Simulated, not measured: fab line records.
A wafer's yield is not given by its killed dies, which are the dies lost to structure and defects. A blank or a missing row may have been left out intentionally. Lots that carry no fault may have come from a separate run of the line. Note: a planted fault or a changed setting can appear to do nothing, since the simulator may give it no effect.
Matching of chambers + flow n5-finfet + N5_BEOL_M3_ALD_84 on ald-metal-03 has 4 sister chambers
The step deposits TaN, pulse time 2 s, purge time 3 s, co reactant purge time 2 s. 4 wafers are shown with their chamber, then 8 later ones without.

## WAFERS WITH THEIR CHAMBER
| wafer  | chamber | heater-power-w (W) |
|--------|---------|--------------------|
| L084.3 | 2       | 475                |
| L086.3 | 3       | 327                |
| L086.5 | 1       | 426                |
| L087.1 | 0       | 372                |

## WAFERS WITHOUT THEIR CHAMBER
| wafer  | heater-power-w (W) |
|--------|--------------------|
| L087.4 | 413                |
| L087.5 | 378                |
| L088.1 | 420                |
| L088.3 | 328                |
| L088.4 | 378                |
| L093.1 | 324                |
| L093.3 | 382                |
| L093.6 | 384                |

## WHICH CHAMBER EACH WENT THROUGH
| wafer  | from the rows above | in truth |
|--------|---------------------|----------|
| L087.4 | 1                   | 1        |
| L087.5 | 0                   | 0        |
| L088.1 | 1                   | 1        |
| L088.3 | 3                   | 3        |
| L088.4 | 0                   | 0        |
| L093.1 | 3                   | 3        |
| L093.3 | 0                   | 0        |
| L093.6 | 0                   | 0        |
Correct placement for 8 of the 8. Can't be placed from these rows: 0. Wrongly placed: 0.
How it was worked out, from the rows above alone: a wafer's distance from a chamber is the root of the sum, over the readings, of the square of ((its reading less the chamber's mean) divided by the reading's scatter). If the next closest chamber is less than 2 further off than the closest, the wafer can't be placed; otherwise it belongs to the closest. Each chamber's mean is taken over the wafers shown for it. The scatter: with one shown wafer a chamber, the root of the mean of the squares of how far each hidden wafer lies from its nearest shown one.
